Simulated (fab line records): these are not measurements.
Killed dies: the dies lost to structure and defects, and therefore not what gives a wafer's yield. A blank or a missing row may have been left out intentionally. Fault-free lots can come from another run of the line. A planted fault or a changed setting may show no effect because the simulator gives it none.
fab line records	flow n5Finfet
[record] lots = 10	wafers = 30	lastDay = 17
route steps=1938 shown BEOL_M0@734 BEOL_M15@1807 PASSIVATION@1908
lots that met no fault: from a run of the same line without faults
startH: start of the lot's first displayed wafer, in hours after the record's first day	waitH: time in hours since the lot's previous step	" same as the row above	L1.1+2: a row that stands for several wafers	- value missing, or start not given	* or withheld: withheld	< > ~ a bound
route shown NAME@n: names a module that has steps shown in the file, with the first one's number in the route	usual: mean/standard deviation of fault-free wafers	same: alike in all rows	chamber/n: place in a boat	sites: the reading at each site	_std_site: standard deviation across them	_edge_site: outer sites' mean less inner sites'	radiusMm: for every site, how far away it sits from the centre of the wafer	mask NAME#n: copy n	behind: the tool/chamber that last shaped the wafer	hold: reason for holding the lot/hours on hold/outcome of the hold	device: which transistor (n, p or np) failed to switch	end of line: the route-end tests of the same wafers	for a step that has no rows: nothing shown but its recipe	killed: not the wafer's yield, but the dies lost to structure and defects at the first sort	map: shows each die of a wafer: x if killed, . if not, _ if none is there
set.NAME: the setting as run; set.NAME@STEP: as run at that earlier step	model.NAME: the simulator's own value behind a step, which no gauge read
the route's steps for a sample of lots (tables are steps, rows are wafers)
services: a tool's chamber out of use, with start hour (startH, from the record's first day; less than 0 if before it), hours out, and reason
[[steps]]
[step N5_BEOL_M0_SPUTTER_116]
[recipe] material = Cu	targetThkA = 40	tempC = -20	chamberPressurePa = 0.07	powerW = withheld	timeS = 7.37
[usual] throttleValvePct = 30.1/0.4
lot.wafer	tool	chamber	startH	waitH	throttleValvePct
L319.1	pvdSputter-01	-	122.48	0.1	29.8
L319.4	"	-	"	"	30.1
L319.5	"	-	"	"	29.8
L318.1	pvdSputter-03	-	124.46	1.6	30.1
L318.3	"	-	"	"	29.7
L318.6	"	-	"	"	29.8
L321.3	pvdSputter-01	-	138.79	0.1	29.8
L321.4	"	-	"	"	29.7
L321.6	"	-	"	"	30.9
L322.1	pvdSputter-02	-	145.51	0.1	30.2
L322.3	"	-	"	"	29.9
L322.5	"	-	"	"	29.4
L325.4	pvdSputter-03	-	165.54	1.6	30.1
L325.5	"	-	"	"	30.2
L325.6	"	-	"	"	29.7
L327.1	pvdSputter-02	-	173.00	0.1	30.6
L327.2	"	-	"	"	29.4
L327.4	"	-	"	"	30.0
L329.2	pvdSputter-01	-	190.36	1.0	29.8
L329.3	"	-	"	"	29.7
L329.4	"	-	"	"	30.0
L330.2	pvdSputter-03	-	197.07	0.2	30.3
L330.3	"	-	"	"	30.6
L330.5	"	-	"	"	30.6
L331.2	pvdSputter-01	-	199.35	0.1	29.6
L331.3	"	-	"	"	29.9
L331.6	"	-	"	"	31.0
L338.1	pvdSputter-01	-	252.92	1.4	29.7
L338.2	"	-	"	"	29.9
L338.6	"	-	"	"	29.7
[step N5_BEOL_M15_DESCUM_33]
[recipe] chemistry = O2	timeS = 7.9	sourcePowerW = 50	biasPowerW = 20	pressureMtorr = 20	rfFrequencyHz = 2.712e+07	tempC = 40	o2FlowSccm = 225
[usual] drypumpMotorCurrentA = 5.8/0.4	oesProductAu = 0.78/0.069	rfVppV = 243.1/1.1	showerheadPlenumPTorr = 2.09/0.05	throttleValvePct = 20.38/0.24
lot.wafer	tool	chamber	startH	waitH	drypumpMotorCurrentA	oesProductAu	rfHoursCounterH	rfVppV	showerheadPlenumPTorr	throttleValvePct
L318.1	rieDiel-05	1	246.39	0.0	6.2	0.79	116	243.9	2.11	20.80
L318.3	"	0	"	"	5.7	0.69	246	243.3	2.07	20.88
L318.6	"	1	"	"	6.2	0.78	-	244.2	2.11	20.78
L319.1	rieDiel-03	1	247.17	0.5	6.2	0.74	171	243.7	2.18	20.44
L319.4	"	2	"	"	5.5	0.73	165	242.5	2.08	20.38
L319.5	"	2	"	"	5.5	0.73	-	242.3	2.08	20.37
L321.3	rieDiel-03	1	269.63	0.4	6.1	0.72	181	245.5	2.18	20.43
L321.4	"	1	"	"	6.1	0.72	-	245.6	2.18	20.45
L321.6	"	3	"	"	6.2	0.86	-	243.2	2.13	20.34
L322.1	rieDiel-01	0	276.56	0.8	5.6	0.75	168	242.6	2.09	20.47
L322.3	"	3	"	"	5.1	0.92	27	243.3	2.13	20.10
L322.5	"	3	"	"	5.2	0.93	-	244.5	2.13	20.10
L325.4	rieDiel-01	0	300.04	0.9	5.6	0.73	179	240.8	2.09	20.50
L325.5	"	1	"	"	5.7	0.80	-	242.5	2.11	20.46
L325.6	"	2	"	"	5.7	0.80	-	244.5	2.03	20.18
L327.1	rieDiel-03	0	316.11	0.5	6.2	0.74	173	242.1	2.00	20.21
L327.2	"	1	"	"	6.1	0.70	203	244.9	2.17	20.49
L327.4	"	2	"	"	5.5	0.71	180	241.9	2.08	20.40
L330.2	rieDiel-03	2	316.83	0.6	5.5	0.71	181	243.2	2.08	20.39
L330.3	"	1	"	"	6.1	0.70	203	245.2	2.17	20.48
L330.5	"	1	"	"	6.1	0.71	-	244.6	2.17	20.49
L329.2	rieDiel-05	1	319.00	0.0	6.2	0.77	126	242.8	2.10	20.81
L329.3	"	0	"	"	5.7	0.96	6	243.1	2.07	20.47
L329.4	"	3	"	"	5.4	0.72	202	243.5	2.07	20.96
L331.2	rieDiel-01	2	327.43	0.3	5.7	0.78	107	242.2	2.03	20.20
L331.3	"	0	"	"	5.6	0.72	186	242.3	2.09	20.52
L331.6	"	2	"	"	5.7	0.79	-	241.9	2.03	20.20
L338.1	rieDiel-05	0	372.68	0.0	5.7	0.91	24	244.4	2.06	20.49
L338.2	"	2	"	"	5.0	0.83	73	242.4	2.12	19.92
L338.6	"	1	"	"	6.2	0.75	-	242.9	2.10	20.83
[step N5_PASSIVATION_DESCUM_32]
[recipe] chemistry = O2	timeS = 7.9	sourcePowerW = 50	biasPowerW = 20	pressureMtorr = 20	rfFrequencyHz = 2.712e+07	tempC = 40	o2FlowSccm = 225
[usual] drypumpMotorCurrentA = 5.6/0.53	oesProductAu = 0.81/0.077	rfVppV = 243.3/1.1	showerheadPlenumPTorr = 2.09/0.052	throttleValvePct = 20.34/0.19
lot.wafer	tool	chamber	startH	waitH	drypumpMotorCurrentA	oesProductAu	rfHoursCounterH	rfVppV	showerheadPlenumPTorr	throttleValvePct
L318.1	rieDiel-06	2	258.23	0.0	6.1	0.81	77	242.3	2.03	20.42
L318.3	"	1	"	"	5.3	0.86	42	244.5	2.13	20.48
L318.6	"	1	"	"	5.3	0.85	-	243.6	2.13	20.46
L319.1	rieDiel-06	1	260.79	0.0	5.3	0.87	42	244.0	2.13	20.47
L319.4	"	3	"	"	5.0	1.03	0	243.4	2.06	20.21
L319.5	"	0	"	"	5.8	0.69	-	242.3	2.05	20.36
L321.3	rieDiel-06	0	281.64	0.0	5.8	0.69	246	243.4	2.05	20.38
L321.4	"	3	"	"	5.0	0.99	7	242.6	2.06	20.23
L321.6	"	3	"	"	5.0	0.99	-	243.2	2.06	20.23
L322.1	rieDiel-06	3	289.49	0.0	5.0	0.98	10	241.6	2.06	20.23
L322.3	"	0	"	"	5.8	0.68	249	242.0	2.05	20.38
L322.5	"	3	"	"	5.0	0.99	-	243.6	2.06	20.23
L325.4	rieDiel-04	1	312.93	0.1	5.5	0.67	-	243.7	2.06	20.65
L325.5	"	0	"	"	6.2	0.78	-	243.8	2.11	20.02
L325.6	"	3	"	"	5.5	0.74	-	243.0	2.09	20.51
L327.1	rieDiel-06	2	326.66	0.0	6.0	0.77	103	241.9	2.02	20.45
L327.2	"	0	"	"	5.8	0.97	7	242.1	2.04	20.09
L327.4	"	3	"	"	5.0	0.94	25	242.7	2.05	20.26
L330.2	rieDiel-04	0	327.69	0.0	6.2	0.78	114	243.6	2.11	20.02
L330.3	"	2	"	"	5.1	0.83	96	244.7	2.10	20.16
L330.5	"	0	"	"	6.3	0.77	-	242.6	2.11	20.01
L329.2	rieDiel-04	2	330.85	0.0	5.1	0.83	98	243.1	2.10	20.15
L329.3	"	3	"	"	5.5	0.74	173	243.3	2.09	20.51
L329.4	"	0	"	"	6.2	0.77	-	244.8	2.11	20.01
L331.2	rieDiel-02	1	340.21	0.0	6.7	0.85	74	241.5	2.04	20.34
L331.3	"	2	"	"	5.0	0.75	152	243.1	2.09	20.65
L331.6	"	2	"	"	4.9	0.75	-	243.3	2.09	20.66
L338.1	rieDiel-04	2	391.68	0.2	5.1	0.81	119	243.5	2.09	20.19
L338.2	"	0	"	"	6.2	0.75	139	243.2	2.10	20.05
L338.6	"	0	"	"	6.2	0.76	-	243.0	2.10	20.04
[step N5_PASSIVATION_STRIP_48]
[recipe] chemistry = O2	powerW = 600	tempC = 60	pressureMtorr = 30	rfFrequencyHz = 6e+07	biasPowerW = 0	overashFraction = 0.5	o2FlowSccm = 225
[usual] drypumpMotorCurrentA = 5.6/0.55	oesProductAu = 0.82/0.076	rfVppV = 3.5/2.4	showerheadPlenumPTorr = 2.09/0.057	throttleValvePct = 16.58/0.19
lot.wafer	tool	chamber	startH	waitH	drypumpMotorCurrentA	oesProductAu	rfHoursCounterH	rfVppV	showerheadPlenumPTorr	throttleValvePct
L318.1	rieDiel-04	3	260.52	0.1	5.5	0.77	144	4.7	2.10	16.69
L318.3	"	2	"	"	5.2	0.87	74	0.2	2.11	16.32
L318.6	"	3	"	"	5.5	0.77	-	1.4	2.10	16.73
L319.1	rieDiel-02	2	263.52	0.1	4.9	0.77	126	1.1	2.10	16.95
L319.4	"	1	"	"	6.7	0.90	46	0.3	2.05	16.45
L319.5	"	3	"	"	5.9	0.85	-	7.2	2.22	16.52
L321.3	rieDiel-04	1	283.93	0.1	5.5	0.66	239	5.9	2.07	16.92
L321.4	"	2	"	"	5.2	0.87	82	7.7	2.11	16.42
L321.6	"	0	"	"	6.3	0.81	-	1.6	2.12	16.28
L322.1	rieDiel-06	3	291.89	0.1	5.0	0.97	11	4.7	2.06	16.47
L322.3	"	1	"	"	5.3	0.84	52	3.6	2.13	16.65
L322.5	"	2	"	"	6.1	0.82	-	2.3	2.03	16.71
L325.4	rieDiel-06	2	315.42	0.1	6.0	0.80	99	7.4	2.03	16.62
L325.5	"	3	"	"	4.9	1.00	-	0	2.06	16.49
L325.6	"	2	"	"	6.1	0.80	-	2.6	2.03	16.70
L327.1	rieDiel-04	2	329.03	0.1	5.1	0.84	96	4.5	2.10	16.42
L327.2	"	3	"	"	5.5	0.73	172	8.8	2.09	16.77
L327.4	"	3	"	"	5.5	0.73	-	2.5	2.09	16.81
L330.2	rieDiel-02	2	330.02	0.1	4.9	0.74	148	5.2	2.09	16.78
L330.3	"	0	"	"	5.0	0.85	44	2.1	2.22	16.61
L330.5	"	2	"	"	5.0	0.74	-	2.6	2.09	16.89
L329.2	rieDiel-02	0	334.16	0.1	5.0	0.86	46	4.5	2.22	16.57
L329.3	"	2	"	"	5.0	0.75	150	0.3	2.09	16.97
L329.4	"	3	"	"	5.9	0.83	87	4.3	2.21	16.46
L331.2	rieDiel-04	0	342.73	0.1	6.2	0.80	121	1.7	2.11	16.29
L331.3	"	2	"	"	5.2	0.83	103	0.7	2.10	16.39
L331.6	"	1	"	"	5.5	1.00	-	0.7	2.06	16.41
L338.1	rieDiel-06	1	394.11	0.1	5.3	0.78	90	5.8	2.12	16.86
L338.2	"	2	"	"	6.1	0.76	129	3.2	2.02	16.65
L338.6	"	2	"	"	6.1	0.77	-	4.0	2.02	16.66
[step N5_PASSIVATION_PROBE_49]
[usual] defectLimitedYield = 91.3/1.3	killed_at_M0_to_M3 = 33/8.9	killed_at_M4_up = 15/5.4	killedAtContacts = 13/5.8	killedAtFrontEnd = 39/9.9	killedAtOther = 3.2/2.9	killedDies = 102/15	killedOnRim = 13/3.7	killedOpen = 68/12	killedShort = 34/7.6	sort_bin_5_function = 5.1/0.89	sort_bin_6_memory = 3.2/0.63	sortNPass = 1078/15	sortYieldPct = 91.3/1.3
[same] grossDies = 1180	killedAtBackSide = 0	sort_bin_4_leakage[%] = 0	sort_bin_8_speed[%] = 0
lot.wafer	tool	chamber	startH	waitH	defectLimitedYield[%]	killed_at_M0_to_M3	killed_at_M4_up	killedAtContacts	killedAtFrontEnd	killedAtOther	killedDies	killedOnRim	killedOpen	killedShort	sort_bin_5_function[%]	sort_bin_6_memory[%]	sortNPass	sortYieldPct[%]
L321.3	prober-02	-	286.52	0.1	92.1	40	16	7	20	10	93	10	67	26	4.7	3.1	1087	92.1
L321.4	prober-02	-	286.57	0.2	90.7	44	18	13	29	6	110	17	70	38	5.3	3.9	1070	90.7
L321.6	prober-02	-	286.67	0.3	93.4	29	12	4	26	7	78	9	50	27	3.9	2.5	1102	93.4
L325.4	prober-01	-	318.07	0.2	91.4	39	8	12	38	5	102	10	55	47	4.7	3.3	1078	91.4
L325.5	prober-01	-	318.12	0.2	90.3	36	13	16	45	4	114	12	79	35	5.2	4.2	1066	90.3
L325.6	prober-01	-	318.17	0.3	91.4	24	12	16	46	3	101	14	69	32	4.6	3.6	1079	91.4
L338.1	prober-02	-	396.61	0.0	91.3	39	16	7	36	5	103	15	77	26	5.3	2.7	1077	91.3
L338.2	prober-02	-	396.66	0.1	83.3	124	15	20	32	6	197	22	76	36	11.0	3.7	983	83.3
L338.6	prober-02	-	396.86	0.3	84.4	125	12	11	32	4	184	34	65	26	9.7	3.9	996	84.4
// killed by level:class
L321.3 BEOL_M0_SAQP:geometricParticle:open=13 FIN_SAQP:geometricParticle:open=9 BEOL_M0_SAQP:geometricParticle:short=8 BEOL_M2:geometricParticle:open=7 MOL_CONTACT_COAG:geometricParticle:open=6 BEOL_M4:geometricParticle:open=6 PAD_METAL:geometricParticle:open=6 BEOL_M2:geometricParticle:short=4
L321.4 MOL_CONTACT_COAG:geometricParticle:open=11 BEOL_M2:geometricParticle:short=8 BEOL_M0_SAQP:geometricParticle:open=7 BEOL_M2:geometricParticle:open=7 DUMMY_GATE:geometricParticle:open=6 BEOL_M0_SAQP:geometricParticle:short=6 STARTING-WAFER:geometricParticle:open=6 GATE_CUT:geometricParticle:short=5
L321.6 BEOL_M0_SAQP:geometricParticle:short=6 BEOL_M2:geometricParticle:open=6 DUMMY_GATE:geometricParticle:open=5 GATE_CUT:geometricParticle:short=5 BEOL_M0_SAQP:geometricParticle:open=5 BEOL_M3:geometricParticle:open=5 FIN_SAQP:geometricParticle:open=4 MOL_CONTACT_COAG:geometricParticle:open=4
L325.4 BEOL_M0_SAQP:geometricParticle:short=13 FIN_SAQP:geometricParticle:short=9 BEOL_M0_SAQP:geometricParticle:open=9 FIN_SAQP:geometricParticle:open=8 MOL_CONTACT_COAG:geometricParticle:short=6 MOL_CONTACT_COAG:geometricParticle:open=6 STI_FIN_REVEAL:geometricParticle:open=4 DUMMY_GATE:geometricParticle:open=4
L325.5 BEOL_M0_SAQP:geometricParticle:open=14 MOL_CONTACT_COAG:geometricParticle:open=12 FIN_SAQP:geometricParticle:open=9 STI_FIN_REVEAL:geometricParticle:open=9 BEOL_M4:geometricParticle:open=8 BEOL_M2:geometricParticle:open=8 GATE_CUT:geometricParticle:short=7 BEOL_M0_SAQP:geometricParticle:short=7
L325.6 MOL_CONTACT_COAG:geometricParticle:open=13 FIN_SAQP:geometricParticle:short=12 FIN_SAQP:geometricParticle:open=11 BEOL_M0_SAQP:geometricParticle:open=8 STI_FIN_REVEAL:geometricParticle:open=7 BEOL_M2:geometricParticle:open=6 BEOL_M4:geometricParticle:open=4 STARTING-WAFER:geometricParticle:open=3
L338.1 FIN_SAQP:geometricParticle:open=16 BEOL_M0_SAQP:geometricParticle:open=9 BEOL_M2:geometricParticle:open=6 BEOL_M0:geometricParticle:open=6 BEOL_M3:geometricParticle:open=6 MOL_CONTACT_COAG:geometricParticle:open=5 BEOL_M0_SAQP:geometricParticle:short=5 BEOL_M4:geometricParticle:open=5
L338.2 BEOL_M0:unspecified=85 MOL_CONTACT_COAG:geometricParticle:open=18 BEOL_M0_SAQP:geometricParticle:short=12 FIN_SAQP:geometricParticle:open=10 STI_FIN_REVEAL:geometricParticle:open=9 BEOL_M0_SAQP:geometricParticle:open=7 BEOL_M1:geometricParticle:open=6 BEOL_M1:geometricParticle:short=5
L338.6 BEOL_M0:unspecified=93 BEOL_M1:geometricParticle:open=11 BEOL_M4:geometricParticle:open=8 BEOL_M0_SAQP:geometricParticle:open=7 MOL_CONTACT_COAG:geometricParticle:open=6 STI_FIN_REVEAL:geometricParticle:open=5 BEOL_M3:geometricParticle:open=5 MOL_CONTACT_COAG:geometricParticle:short=5
[[services]]
tool	chamber	startH	hours	kind
rieDiel-05	0	106.62	15.8	repair
rieDiel-04	1	107.47	3.4	repair
pvdSputter-03	-	118.23	5.8	repair
rieDiel-01	0	123.95	6.4	repair
rieDiel-06	-	153.59	1.2	repair
pvdSputter-01	-	164.86	1.5	repair
rieDiel-06	1	175.24	16.7	repair
rieDiel-02	3	196.56	2.4	repair
rieDiel-02	-	217.41	0.9	repair
rieDiel-02	-	221.67	28.1	pm
rieDiel-01	-	232.90	2.8	pm
rieDiel-03	2	248.66	32.5	repair
rieDiel-05	-	255.94	4.4	repair
rieDiel-03	3	261.12	1.6	repair
rieDiel-05	-	265.35	34.4	repair
rieDiel-04	1	283.96	9.8	repair
rieDiel-04	2	306.92	9.3	repair
pvdSputter-03	-	338.38	2.8	repair
rieDiel-03	1	349.49	7.0	repair
rieDiel-05	3	353.07	7.0	repair
rieDiel-02	0	360.62	1.7	repair
rieDiel-04	-	370.58	2.8	pm
rieDiel-02	3	381.32	10.0	repair
rieDiel-04	3	392.98	7.8	repair
[[key]]
[firstSign] step = N5_PASSIVATION_PROBE_49	reading = killed_at_M0_to_M3	direction = up	sigmas = 10	usual = 33	struck = 124
[effect] step = N5_PASSIVATION_PROBE_49	reading = killedDies	direction = up	sigmas = 5.8	usual = 102	struck = 190
[moreKillsBornAt] N5_BEOL_M0_SPUTTER_116@pvdSputter-01 = 178
metAt N5_BEOL_M0_SPUTTER_116
struckLots L338
struckWafers L338.2,L338.6
notActingAt N5_BEOL_M15_DESCUM_33,N5_PASSIVATION_DESCUM_32,N5_PASSIVATION_STRIP_48
onsetBetween 190.36 252.92
[fault] kind = chamberParticleSource	tool = pvdSputter-01	chamber = -	onsetH = 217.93	steps = N5_BEOL_M0_SPUTTER_116	ratePerVisitCm2 = 0.79381	endH = 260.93	scope = struckWafersOnly
